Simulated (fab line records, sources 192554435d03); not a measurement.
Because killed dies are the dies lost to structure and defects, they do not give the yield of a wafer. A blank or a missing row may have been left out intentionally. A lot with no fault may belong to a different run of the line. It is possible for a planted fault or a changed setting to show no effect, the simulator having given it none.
2 desks, one fault || flow n5-finfet || every desk sees just its own numbers, and what lay behind them comes last

## METROLOGY DESK
What the gauges read, lot by lot, whatever tool the lot ran on: means of the sampled wafers that have a number. Marked OUT: a lot whose mean sits more than 4 standard deviations from the usual mean, which makes it out of limits; the brackets give that distance. 7 of its 10 readings are shown, namely those furthest out on some lot.
Columns: A = IOFF_N at N5_BEOL_M4_RC_MEAS_101, usual 0.18 nA/um; B = IOFF_P at N5_BEOL_M4_RC_MEAS_101, usual 0.23 nA/um; C = ION_N at N5_BEOL_M4_RC_MEAS_101, usual 680 uA/um; D = ION_P at N5_BEOL_M4_RC_MEAS_101, usual 466 uA/um; E = SS_P at N5_BEOL_M4_RC_MEAS_101, usual 73.5 mV/dec; F = VT_N at N5_BEOL_M4_RC_MEAS_101, usual 248 mV; G = VT_P at N5_BEOL_M4_RC_MEAS_101, usual -249 mV
{"lot": "L634", "first seen here": "day 8 01:04", "A": 0.23, "B": 0.30, "C": 701, "D": 478, "E": 74.0, "F": 243, "G": -243}
{"lot": "L632", "first seen here": "day 8 09:23", "A": 0.15, "B": 0.21, "C": 680, "D": 464, "E": 73.7, "F": 249, "G": -251}
{"lot": "L635", "first seen here": "day 9 05:10", "A": 0.19, "B": 0.21, "C": 681, "D": 459, "E": 73.4, "F": 247, "G": -252}
{"lot": "L638", "first seen here": "day 9 13:09", "A": 0.19, "B": 0.21, "C": 691, "D": 466, "E": 73.6, "F": 249, "G": -250}
{"lot": "L645", "first seen here": "day 11 07:29", "A": 0.16, "B": 0.21, "C": 680, "D": 462, "E": 73.4, "F": 249, "G": -250}
{"lot": "L647", "first seen here": "day 11 13:43", "A": 0.13, "B": 0.22, "C": 661, "D": 462, "E": 73.0, "F": 252, "G": -248}
{"lot": "L646", "first seen here": "day 11 14:02", "A": 0.18, "B": 0.21, "C": 682, "D": 464, "E": 73.6, "F": 248, "G": -250}
{"lot": "L649", "first seen here": "day 11 20:49", "A": 0.19, "B": 0.26, "C": 683, "D": 471, "E": 73.6, "F": 248, "G": -246}
{"lot": "L652", "first seen here": "day 13 05:25", "A": 0.20, "B": 0.28, "C": 690, "D": 473, "E": 74.4, "F": 247, "G": -244}
{"lot": "L655", "first seen here": "day 13 11:31", "A": 0.21, "B": 0.29, "C": 694, "D": 480, "E": 74.2, "F": 242, "G": -242}
This desk's finding: nothing out of limits on any of the 10 lots.

## THE TOOL OWNER'S DESK: litho-track-01
The tool's own readings at N5_MOL_CONTACT_COAG_COAT_78 (resist thk 40 nm): means of the sampled wafers that have a number, for each lot that ran on this tool. Marked OUT: a lot whose mean sits more than 4 standard deviations from the usual mean, which makes it out of limits; the brackets give that distance.
Columns: A = spin-speed-rpm at N5_MOL_CONTACT_COAG_COAT_78, usual 1500.0 rpm
{"lot": "L632", "first seen here": "day 5 06:26", "A": 1499.8}
{"lot": "L635", "first seen here": "day 5 19:29", "A": 1500.6}
{"lot": "L645", "first seen here": "day 8 06:40", "A": 1500.4}
{"lot": "L646", "first seen here": "day 8 13:28", "A": "1402.0 (-89) OUT"}
{"lot": "L647", "first seen here": "day 8 20:04", "A": "1401.7 (-89) OUT"}
This desk finds L646, L647 out of limits, L646 being first, at day 8 13:28 (spin-speed-rpm at N5_MOL_CONTACT_COAG_COAT_78). In limits: L632, L635, L645.

## ALL TOGETHER
The tool owner's desk could have raised an alarm at day 8 13:28, on L646, L647.
At the metrology desk, nothing out of limits was observed.
The metrology desk holds a record of L646, L647, inside its limits.
Every lot named ran N5_MOL_CONTACT_COAG_COAT_78 on litho-track-01.

## WHAT HAD BEEN PUT IN BY THE SIMULATOR
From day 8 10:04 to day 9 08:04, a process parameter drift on litho-track-01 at N5_MOL_CONTACT_COAG_COAT_78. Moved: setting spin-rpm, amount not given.
Shown lots that were struck: L646, L647.
How many hours passed from the start of the fault until each desk's first out-of-limits reading: the tool owner's desk, 3.
